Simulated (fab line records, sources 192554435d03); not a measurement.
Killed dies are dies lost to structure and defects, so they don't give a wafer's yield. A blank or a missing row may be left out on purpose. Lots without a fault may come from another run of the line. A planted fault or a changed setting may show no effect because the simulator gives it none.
One fault seen from 2 desks | flow n5_finfet | each desk has only its own numbers; what lay behind them comes last

THE TOOL OWNER'S DESK: cvd_co-02
The tool's own readings at N5_BEOL_M1_CVD_47 (deposits Co from CCTBA/H2, target thk 3 nm, time 223.8 s): means of the sampled wafers that have a number, for each lot that ran on this tool. A lot is out of limits, marked OUT, if its mean lies more than 4 standard deviations from the usual mean; the brackets give that distance.
Columns: A = run_length_s at N5_BEOL_M1_CVD_47, usual 246.5 s
lot  | first seen here | A
L462 | day 6 12:47     | 246.3
L466 | day 7 12:03     | 246.8
L469 | day 8 17:10     | 246.4
L474 | day 9 19:20     | 246.7
L477 | day 10 03:14    | 209.6 (-99 or more) OUT
L478 | day 10 16:25    | 172.1 (-99 or more) OUT
This desk's finding: out of limits on L477, L478; first on L477, day 10 03:14 (run_length_s at N5_BEOL_M1_CVD_47). In limits: L462, L466, L469, L474.

THE METROLOGY DESK
What the gauges read, lot by lot, whatever tool the lot ran on: means of the sampled wafers that have a number. A lot is out of limits, marked OUT, if its mean lies more than 4 standard deviations from the usual mean; the brackets give that distance. Of its 10 readings 7 are shown: those that lie furthest out on some lot.
Columns: A = DIBL_N at N5_BEOL_M4_RC_MEAS_101, usual 36.0 mV/V; B = DIBL_P at N5_BEOL_M4_RC_MEAS_101, usual 35.9 mV/V; C = IOFF_N at N5_BEOL_M4_RC_MEAS_101, usual 0.16 nA/um; D = IOFF_P at N5_BEOL_M4_RC_MEAS_101, usual 0.21 nA/um; E = ION_P at N5_BEOL_M4_RC_MEAS_101, usual 463 uA/um; F = SS_P at N5_BEOL_M4_RC_MEAS_101, usual 73.2 mV/dec; G = VT_N at N5_BEOL_M4_RC_MEAS_101, usual 250 mV
lot  | first seen here | A    | B    | C    | D    | E   | F    | G
L462 | day 8 00:44     | 36.3 | 36.1 | 0.16 | 0.20 | 458 | 72.8 | 251
L464 | day 9 02:25     | 34.9 | 35.2 | 0.14 | 0.17 | 449 | 73.4 | 250
L466 | day 9 03:22     | 36.0 | 35.7 | 0.16 | 0.20 | 461 | 73.4 | 249
L467 | day 9 19:13     | 40.7 | 39.7 | 0.22 | 0.26 | 469 | 74.2 | 247
L468 | day 9 22:17     | 35.2 | 34.6 | 0.14 | 0.19 | 467 | 72.8 | 251
L469 | day 10 03:46    | 37.3 | 37.0 | 0.17 | 0.20 | 459 | 73.6 | 250
L473 | day 11 07:55    | 35.2 | 35.7 | 0.15 | 0.19 | 461 | 73.0 | 248
L474 | day 11 13:40    | 35.1 | 33.7 | 0.14 | 0.18 | 460 | 72.4 | 250
L477 | day 11 22:24    | 35.7 | 37.0 | 0.17 | 0.23 | 475 | 73.2 | 247
L478 | day 12 02:56    | 37.0 | 37.8 | 0.18 | 0.23 | 466 | 73.2 | 246
This desk's finding: nothing out of limits on any of the 10 lots.

PUT TOGETHER
The tool owner's desk could have raised an alarm at day 10 03:14, on L477, L478.
The metrology desk saw nothing out of limits.
The metrology desk has L477, L478 on record, within its limits.
Of the lots named, all ran N5_BEOL_M1_CVD_47 on cvd_co-02.

WHAT THE SIMULATOR HAD PUT IN
Process parameter drift: cvd_co-02, from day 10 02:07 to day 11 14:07, at N5_BEOL_M1_CVD_47. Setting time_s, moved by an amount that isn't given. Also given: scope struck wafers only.
Lots struck among those shown: L477, L478.
Hours from the fault's start to each desk's first reading out of limits: the tool owner's desk, 1.
